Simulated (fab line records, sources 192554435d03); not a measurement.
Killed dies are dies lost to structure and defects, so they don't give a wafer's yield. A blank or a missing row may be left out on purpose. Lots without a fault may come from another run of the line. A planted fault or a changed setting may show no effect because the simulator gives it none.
Problem report in the 8D (eight disciplines) form, filled by code | flow n5_finfet | the parts of the form that need people (team, actions taken, sign-off) are left out

1. THE PROBLEM
run_length_s at N5_BEOL_M2_ETCH_70 reads a mean of 118.7 s on 6 wafers of 2 lots; wafers without a fault read 153.5 s with a standard deviation of 0.37. That is -94 standard deviations from the usual mean.
The step: etches SOC in N2/H2, target depth 80 nm, overetch 24 nm, time 130 s.
First seen on wafer L406.4, day 11 12:13, on rie_diel-04. The record holds 30 wafers of 10 lots with a number at this step. Rule for "out", or "out of limits": more than 4 standard deviations from the usual mean. The other wafers with a number count as sound.

2. WHAT IT IS AND WHAT IT IS NOT
question                    | is                     | is not
which readings at this step | run_length_s           | drypump_motor_current_A, rf_vpp_V, showerhead_plenum_p_Torr, throttle_valve_pct
which lots                  | L406, L407             | L390, L394, L395, L396, L398, L399, L401, L411
which wafers of those lots  | all that have a number | -
read on which tools         | rie_diel-04            | rie_diel-01, rie_diel-06
when                        | from day 11 12:13      | up to then (21 sound wafers); but 3 sound wafers of L411 came after

3. SUSPECTS, AND WHAT RULES EACH OUT
Counting: a tool at a process step up to the reading stays a suspect if it ran every lot that is out and no sound lot after the first of them.
- rie_diel-01 at N5_BEOL_M2_STRIP_66 (strips in CF4): kept. It ran every lot that is out, first L406 (day 11 10:38), and no sound lot after that; its last sound lot up to then is L399 (day 8 20:37).
- rie_diel-04 at N5_BEOL_M2_ETCH_70 (etches SOC in N2/H2, target depth 80 nm, overetch 24 nm, time 130 s): kept. It ran every lot that is out, first L406 (day 11 12:13), and no sound lot after that; its last sound lot up to then is L399 (day 9 00:43). Its own readings are out on those wafers: run_length_s.
Left after counting: rie_diel-01 at N5_BEOL_M2_STRIP_66, rie_diel-04 at N5_BEOL_M2_ETCH_70.

4. THE CAUSE (what the simulator had put in)
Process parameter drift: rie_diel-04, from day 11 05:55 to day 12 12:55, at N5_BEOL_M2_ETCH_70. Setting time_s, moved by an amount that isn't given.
Counting left 2 suspects, and this tool is among them.

5. THE CHAIN OF EFFECTS, in route order
Each row: a reading whose mean over the struck wafers that have a number lies more than 3 standard deviations from the usual. Only readings for which the record gives a usual standard deviation are gone through. hours: the time from each lot's start at the first step in this table that gives one to its start at this step, as a median over the lots. sigmas: the change in usual standard deviations.
hours | step               | reading      | usual   | on struck wafers | change | sigmas
0     | N5_BEOL_M2_ETCH_70 | run_length_s | 153.5 s | 118.7            | -34.8  | -94
The process steps in it:
- N5_BEOL_M2_ETCH_70: etches SOC in N2/H2, target depth 80 nm, overetch 24 nm, time 130 s.
Readings that are blank on the struck wafers while sound wafers have them: bias_w at N5_BEOL_M2_ETCH_70.
Later measuring or inspecting steps at which every struck wafer that the step has a row for has a number for every such reading, and none has moved that far: N5_BEOL_M2_OCD_MEAS_38, N5_BEOL_M4_RC_MEAS_101.

6. WHAT WOULD HAVE CAUGHT IT SOONER
In this record the first reading out of limits was taken at day 11 12:13, 6 hours after the fault began at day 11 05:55.
